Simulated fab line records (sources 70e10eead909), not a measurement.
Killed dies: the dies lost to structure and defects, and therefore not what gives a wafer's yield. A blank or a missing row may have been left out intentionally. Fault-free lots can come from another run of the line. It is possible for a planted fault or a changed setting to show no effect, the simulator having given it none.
fab line records ; flow nand_harc
record: lots: 12; wafers: 36; last_day: 34
route steps=1302 shown A_WL_FILL@953 A_CONTACT@983
lots that met no fault: from a run of the same line without faults
start_h: hours from the record's first day to the start of the lot's first wafer shown ; wait_h: hours elapsed since this lot's preceding step ; " as in the row above ; L1.1+2: several wafers, shown together as one row ; - value missing, or start not given ; * or withheld: withheld ; < > ~ a bound
route shown NAME@n: NAME is a module with steps in the file, n the number in the route of the first one ; usual: mean and standard deviation over wafers with no fault ; same: alike in all rows ; chamber/n: place in a boat ; sites: per-site readings ; _std_site: their standard deviation ; _edge_site: mean of outer sites minus mean of inner sites ; radius_mm: how far each site lies from the wafer's centre ; mask NAME#n: copy n ; behind: the last tool/chamber to shape the wafer ; hold: reason for holding the lot/hours on hold/outcome of the hold ; device: transistor that didn't switch, given as n, p or np ; end of line: the same wafers' tests at the end of the route ; a step without rows: its recipe alone ; killed: the dies lost at the first sort to structure and to defects; this is not the yield of the wafer ; map: the dies of a wafer, with x for killed, . for not killed, _ for no die there
set.NAME: the setting as run; set.NAME@STEP: as run at that earlier step ; model.NAME: the simulator's own value behind a step, which no gauge read
route steps across a sampled set of lots; one table per step, one row per wafer
services: a tool's chamber out of use, with start hour (start_h, from the record's first day; less than 0 if before it), hours out, and reason
== steps ==
step: NHARC_A_WL_FILL_RTA_01
recipe: temp_c: 1000; time_s: 5
usual: anneal_temp_c_max: 1004.4/2.5; lamp_power_pct: 32.1/0.71; lamp_zone_2_pct: 32.1/0.7; lamp_zone_6_pct: 32.0/0.71; wafer_temp_C_max: 1003.5/0.71
lot.wafer;tool;chamber;start_h;wait_h;anneal_temp_c_max;lamp_power_pct;lamp_zone_2_pct;lamp_zone_6_pct;wafer_temp_C_max
L653.2;rtp_anneal-01;0;465.33;-;1002.5;32.6;32.6;32.6;1003.8
L653.3;rtp_anneal-01;0;465.33;-;1003.8;32.6;32.7;32.6;1003.1
L653.5;rtp_anneal-01;0;465.33;-;1002.1;32.6;32.6;32.5;1003.8
L654.1;rtp_anneal-01;0;482.12;0.2;1003.3;32.6;32.6;32.5;1004.0
L654.2;rtp_anneal-01;0;482.12;0.2;1002.2;32.6;32.6;32.6;1004.0
L654.4;rtp_anneal-01;0;482.12;0.2;1001.9;32.6;32.6;32.6;1003.2
L655.4;rtp_anneal-01;0;488.45;-;1002.7;32.6;32.6;32.6;1005.0
L655.5;rtp_anneal-01;0;488.45;-;1002.6;32.6;32.6;32.5;1002.8
L655.6;rtp_anneal-01;0;488.45;-;1001.9;32.6;32.6;32.5;1004.3
L664.3;rtp_anneal-02;0;570.44;-;1007.4;31.1;31.1;31.0;1002.7
L664.4;rtp_anneal-02;0;570.44;-;1009.2;31.1;31.1;31.1;1003.3
L664.6;rtp_anneal-02;0;570.44;-;1009.1;31.1;31.1;31.1;1003.2
L668.1;rtp_anneal-01;0;603.93;-;1002.4;32.7;32.6;32.5;1003.5
L668.3;rtp_anneal-01;0;603.93;-;1001.8;32.6;32.6;32.6;1004.1
L668.4;rtp_anneal-01;0;603.93;-;1002.7;32.6;32.6;32.6;1004.3
L667.2;rtp_anneal-01;0;604.13;-;1003.7;32.6;32.6;32.6;1003.6
L667.4;rtp_anneal-01;0;604.13;-;1003.3;32.6;32.6;32.5;1004.0
L667.6;rtp_anneal-01;0;604.13;-;1003.4;32.6;32.6;32.6;1003.1
L670.2;rtp_anneal-02;0;621.08;-;1005.7;31.1;31.1;31.0;1002.5
L670.3;rtp_anneal-02;0;621.08;-;1007.8;31.1;31.2;31.1;1002.8
L670.4;rtp_anneal-02;0;621.08;-;1007.2;31.1;31.1;31.0;1002.3
L672.1;rtp_anneal-01;0;650.85;-;1002.2;32.6;32.6;32.5;1003.9
L672.3;rtp_anneal-01;0;650.85;-;1002.8;32.6;32.6;32.5;1003.1
L672.5;rtp_anneal-01;0;650.85;-;1002.8;32.6;32.7;32.5;1005.0
L674.1;rtp_anneal-02;0;650.88;-;1005.7;31.1;31.1;31.0;1002.2
L674.2;rtp_anneal-02;0;650.88;-;1007.0;31.1;31.1;31.0;1002.4
L674.3;rtp_anneal-02;0;650.88;-;1006.2;31.1;31.2;31.0;1003.9
L673.2;rtp_anneal-01;0;673.94;-;1002.0;32.6;32.6;32.5;1004.3
L673.5;rtp_anneal-01;0;673.94;-;1002.6;32.6;32.5;32.5;1004.1
L673.6;rtp_anneal-01;0;673.94;-;1001.8;32.5;32.6;32.6;1003.2
L675.2;rtp_anneal-01;0;700.55;-;1002.2;32.6;32.6;32.6;1003.2
L675.5;rtp_anneal-01;0;700.55;-;1003.0;32.6;32.7;32.5;1002.8
L675.6;rtp_anneal-01;0;700.55;-;1002.7;32.6;32.6;32.6;1003.0
L676.2;rtp_anneal-01;0;704.24;-;1002.8;32.6;32.6;32.5;1004.4
L676.3;rtp_anneal-01;0;704.24;-;1003.6;32.6;32.6;32.6;1002.9
L676.6;rtp_anneal-01;0;704.24;-;1002.8;32.6;32.5;32.6;1005.1
step: NHARC_A_WL_FILL_ETCHBACK_17
recipe: target_depth_a: 40; time_s: 26.7; chemistry: Cl2/BCl3
usual: chamber_pressure_mTorr: 10.000/0.0095; drypump_motor_current_A: 5.9/0.34; oes_product_au: 1.002/0.007
lot.wafer;tool;chamber;start_h;wait_h;chamber_pressure_mTorr;drypump_motor_current_A;oes_product_au;rf_hours_counter_h
L653.2;rie_metal-01;0;476.80;-;9.998;6.1;0.993;1.4
L653.3;rie_metal-01;0;476.80;-;10.012;6.1;1.006;-
L653.5;rie_metal-01;0;476.80;-;10.007;6.1;0.999;-
L654.2;rie_metal-01;0;495.40;-;9.994;6.1;1.002;1.7
L654.1;rie_metal-01;1;495.40;-;10.001;5.7;0.999;1.7
L654.4;rie_metal-01;0;495.40;-;9.997;6.1;0.997;-
L655.4;rie_metal-02;1;506.10;-;10.005;5.7;0.996;-
L655.5;rie_metal-02;0;506.10;-;10.007;5.9;1.014;-
L655.6;rie_metal-02;1;506.10;-;9.989;5.7;1.005;-
L664.4;rie_metal-01;0;585.14;-;9.977;6.1;1.006;-
L664.3;rie_metal-01;1;585.14;-;9.997;5.7;0.993;-
L664.6;rie_metal-01;0;585.14;-;9.999;6.1;1.001;-
L667.2;rie_metal-03;0;615.06;-;10.002;6.6;0.998;1.7
L667.4;rie_metal-03;0;615.06;-;9.988;6.6;1.010;-
L667.6;rie_metal-03;1;615.06;-;9.999;5.5;1.004;-
L668.1;rie_metal-01;1;615.06;-;9.998;5.7;0.984;0.5
L668.4;rie_metal-01;1;615.06;-;10.008;5.7;1.009;-
L668.3;rie_metal-01;0;615.06;-;10.000;6.1;1.003;-
L670.2;rie_metal-03;0;633.67;-;10.011;6.6;1.013;2.0
L670.4;rie_metal-03;1;633.67;-;9.992;5.5;1.001;-
L670.3;rie_metal-03;0;633.67;-;10.002;6.6;1.011;-
L674.2;rie_metal-01;0;663.50;-;9.994;6.1;0.993;1.3
L674.1;rie_metal-01;1;663.50;-;10.002;5.7;0.994;1.3
L674.3;rie_metal-01;1;663.50;-;9.996;5.7;0.993;-
L672.1;rie_metal-02;0;663.66;-;9.994;5.9;1.006;0.7
L672.3;rie_metal-02;0;663.66;-;9.981;5.9;1.003;-
L672.5;rie_metal-02;0;663.66;-;9.993;5.9;1.006;-
L673.2;rie_metal-03;1;685.17;-;9.998;5.6;1.006;2.5
L673.5;rie_metal-03;1;685.17;-;10.007;5.5;0.997;-
L673.6;rie_metal-03;0;685.17;-;9.986;6.6;1.003;-
L675.2;rie_metal-01;1;712.00;-;10.002;5.7;0.996;2.3
L675.6;rie_metal-01;1;712.00;-;10.009;5.7;1.000;-
L675.5;rie_metal-01;0;712.00;-;10.009;6.1;1.000;-
L676.2;rie_metal-02;0;715.84;-;10.003;5.9;1.001;1.6
L676.3;rie_metal-02;0;715.84;-;10.020;5.9;0.991;-
L676.6;rie_metal-02;0;715.84;-;9.999;5.9;1.001;-
step: NHARC_A_CONTACT_DEP_24
recipe: target_thk_a: 5000; temp_c: 400; pressure_torr: 6.5; rf_w: 900; teos_flow_sccm: 161.4; flow_sccm: 2650; target_thk_nm: 500; gas: O2; material: SiO2
usual: heater_power_w: 553/78; rf_fwd_power_W: 898.7/2.7; susceptor_temp_C: 400.00/0.2; throttle_valve_pct: 16.0/0.56
lot.wafer;tool;chamber;start_h;wait_h;heater_power_w;rf_fwd_power_W;since_wet_clean_h;susceptor_temp_C;throttle_valve_pct
L653.2;pecvd-01;2;483.10;0.1;505;899.8;158;399.89;16.6
L653.3;pecvd-01;1;483.10;0.1;592;897.7;159;399.61;14.4
L653.5;pecvd-01;2;483.10;0.1;534;896.4;-;399.72;16.3
L654.2;pecvd-02;1;501.75;0.1;457;893.8;81;399.98;16.4
L654.1;pecvd-02;2;501.75;0.1;689;898.5;81;399.88;15.8
L654.4;pecvd-02;0;501.75;0.1;410;897.6;-;399.78;15.4
L655.6;pecvd-03;1;512.54;0.2;481;897.0;-;399.96;16.0
L655.4;pecvd-03;2;512.54;0.2;391;900.0;-;400.06;15.8
L655.5;pecvd-03;0;512.54;0.2;674;900.7;-;399.88;16.7
L664.4;pecvd-01;1;591.56;0.3;480;1009.5;-;400.32;15.0
L664.3;pecvd-01;2;591.56;0.3;604;1009.1;-;400.07;16.7
L664.6;pecvd-01;2;591.56;0.3;461;1004.7;-;399.79;16.6
L668.1;pecvd-03;1;621.47;0.1;538;902.6;61;400.29;16.2
L668.3;pecvd-03;0;621.47;0.1;641;894.8;61;399.75;16.4
L668.4;pecvd-03;1;621.47;0.1;546;905.9;-;399.99;16.0
L667.2;pecvd-01;1;621.64;0.2;636;1009.2;116;399.78;15.0
L667.4;pecvd-01;1;621.64;0.2;470;1009.7;-;400.26;14.9
L667.6;pecvd-01;2;621.64;0.2;607;1005.6;-;399.87;16.8
L670.2;pecvd-03;2;640.12;0.1;554;900.9;80;400.32;16.2
L670.3;pecvd-03;0;640.12;0.1;584;896.2;80;400.05;16.7
L670.4;pecvd-03;2;640.12;0.1;409;903.4;-;400.16;16.0
L674.2;pecvd-03;2;669.93;0.1;475;895.6;110;399.53;16.1
L674.1;pecvd-03;0;669.93;0.1;683;896.3;110;400.14;16.6
L674.3;pecvd-03;1;669.93;0.1;514;902.9;110;400.14;16.0
L672.1;pecvd-02;0;670.27;0.1;419;901.3;68;399.60;15.7
L672.3;pecvd-02;1;670.27;0.1;555;899.3;68;399.96;16.0
L672.5;pecvd-02;2;670.27;0.1;587;899.3;-;400.02;15.5
L673.2;pecvd-02;2;691.67;0.1;654;900.8;90;399.66;16.0
L673.5;pecvd-02;0;691.67;0.1;468;904.4;-;399.94;15.7
L673.6;pecvd-02;1;691.67;0.1;466;897.8;-;400.06;15.9
L675.2;pecvd-02;2;718.48;0.2;685;896.2;117;400.25;15.9
L675.5;pecvd-02;1;718.48;0.2;589;895.2;-;399.88;16.2
L675.6;pecvd-02;2;718.48;0.2;529;896.8;-;400.26;15.8
L676.3;pecvd-03;1;722.19;0.1;553;898.9;162;399.88;16.1
L676.2;pecvd-03;0;722.19;0.1;596;896.4;162;400.02;16.7
L676.6;pecvd-03;2;722.19;0.1;491;901.8;-;400.05;15.6
step: NHARC_A_CONTACT_DEP_29
recipe: target_thk_a: 1000; target_thk_nm: 100; temp_c: 400; pressure_torr: 3.5; flow_sccm: 200; rf_w: 350; material: SiON
usual: heater_power_w: 747/86; rf_fwd_power_W: 349.0/1.1; susceptor_temp_C: 400.02/0.23
lot.wafer;tool;chamber;start_h;wait_h;heater_power_w;rf_fwd_power_W;since_wet_clean_h;susceptor_temp_C
L653.2;pecvd-02;1;489.78;2.9;738;349.1;69;399.31
L653.3;pecvd-02;2;489.78;2.9;804;348.5;69;399.83
L653.5;pecvd-02;2;489.78;2.9;826;349.0;-;399.78
L654.1;pecvd-03;2;506.66;3.6;709;350.4;127;400.29
L654.2;pecvd-03;0;506.66;3.6;908;348.1;127;400.17
L654.4;pecvd-03;1;506.66;3.6;641;350.6;-;400.08
L655.4;pecvd-02;2;519.13;1.5;864;348.2;-;399.82
L655.6;pecvd-02;0;519.13;1.5;671;349.5;-;400.13
L655.5;pecvd-02;1;519.13;1.5;770;348.7;-;399.93
L664.3;pecvd-03;1;597.62;2.2;647;348.8;37;399.92
L664.6;pecvd-03;1;597.62;2.2;675;347.3;-;399.70
L664.4;pecvd-03;2;597.62;2.2;689;349.7;-;399.97
L668.1;pecvd-03;2;628.45;3.5;680;350.4;68;400.13
L668.3;pecvd-03;1;628.45;3.5;716;350.0;68;399.90
L668.4;pecvd-03;2;628.45;3.5;668;348.7;-;399.61
L667.2;pecvd-02;0;629.79;3.0;604;348.6;28;400.48
L667.4;pecvd-02;1;629.79;3.0;692;349.7;-;400.26
L667.6;pecvd-02;2;629.79;3.0;852;348.6;-;400.16
L670.3;pecvd-03;2;645.53;2.1;733;347.7;85;400.12
L670.2;pecvd-03;0;645.53;2.1;747;349.1;85;400.03
L670.4;pecvd-03;0;645.53;2.1;724;347.4;-;400.20
L674.3;pecvd-03;2;675.77;2.1;728;350.5;116;400.07
L674.2;pecvd-03;0;675.77;2.1;786;347.4;116;399.44
L674.1;pecvd-03;1;675.77;2.1;704;349.9;116;400.07
L672.1;pecvd-02;0;680.05;3.6;668;349.4;78;399.97
L672.3;pecvd-02;2;680.05;3.6;825;348.7;-;399.85
L672.5;pecvd-02;2;680.05;3.6;821;348.8;-;400.20
L673.2;pecvd-02;1;696.98;2.9;743;349.6;95;399.94
L673.6;pecvd-02;2;696.98;2.9;868;348.7;-;400.28
L673.5;pecvd-02;0;696.98;2.9;670;348.7;-;400.25
L675.2;pecvd-02;1;724.72;2.9;702;348.9;123;399.96
L675.6;pecvd-02;2;724.72;2.9;849;349.3;-;400.19
L675.5;pecvd-02;1;724.72;2.9;724;349.6;-;400.10
L676.2;pecvd-03;1;727.05;2.9;737;348.8;167;399.86
L676.3;pecvd-03;0;727.05;2.9;834;351.0;-;399.92
L676.6;pecvd-03;1;727.05;2.9;601;347.4;-;400.05
== services ==
tool;chamber;start_h;hours;kind
rie_metal-02;-;454.00;9.0;pm
rie_metal-03;-;454.94;0.4;repair
rie_metal-01;-;457.57;0.8;repair
rie_metal-02;-;489.37;0.3;repair
pecvd-01;-;492.83;13.0;pm
pecvd-02;2;503.27;3.4;repair
rie_metal-03;-;519.00;9.0;pm
pecvd-03;-;520.06;0.8;repair
pecvd-03;-;547.22;13.0;pm
pecvd-03;0;547.22;13.0;vent_cycle
pecvd-03;1;547.22;13.0;vent_cycle
pecvd-03;2;547.22;13.0;vent_cycle
pecvd-02;0;555.87;21.5;repair
rie_metal-03;-;573.50;1.8;repair
rie_metal-01;-;575.00;9.0;pm
rie_metal-03;1;582.56;2.2;repair
pecvd-02;-;589.04;13.0;pm
pecvd-01;0;590.07;2.0;repair
rie_metal-02;-;631.00;9.0;pm
pecvd-02;0;661.47;5.9;repair
pecvd-02;1;673.41;16.3;repair
pecvd-01;-;673.83;13.0;pm
rie_metal-03;-;696.00;9.0;pm
pecvd-03;2;726.98;18.1;repair
== key ==
first_sign: step: NHARC_A_CONTACT_DEP_24; reading: rf_fwd_power_W; direction: up; sigmas: 40; usual: *; struck: *
effect none on later readings
met_at NHARC_A_CONTACT_DEP_24
struck_lots L664,L667
tester_left_out L664,L667
not_acting_at NHARC_A_WL_FILL_RTA_01,NHARC_A_WL_FILL_ETCHBACK_17,NHARC_A_CONTACT_DEP_29
onset_between 483.10 591.56
fault: kind: process_parameter_drift; tool: pecvd-01; chamber: -; onset_h: 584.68; steps: NHARC_A_CONTACT_DEP_24; channel: rf_w; offset: *; shape: step; end_h: 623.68; acts_in: *; stated: *
tester_left_out: of these lots the tester's yield and bins aren't shown, on N5 and GAA mostly nor the transistor test; their killed dies are dies lost to structure and defects alone, not to doping, threshold or leakage, so they don't give the yield
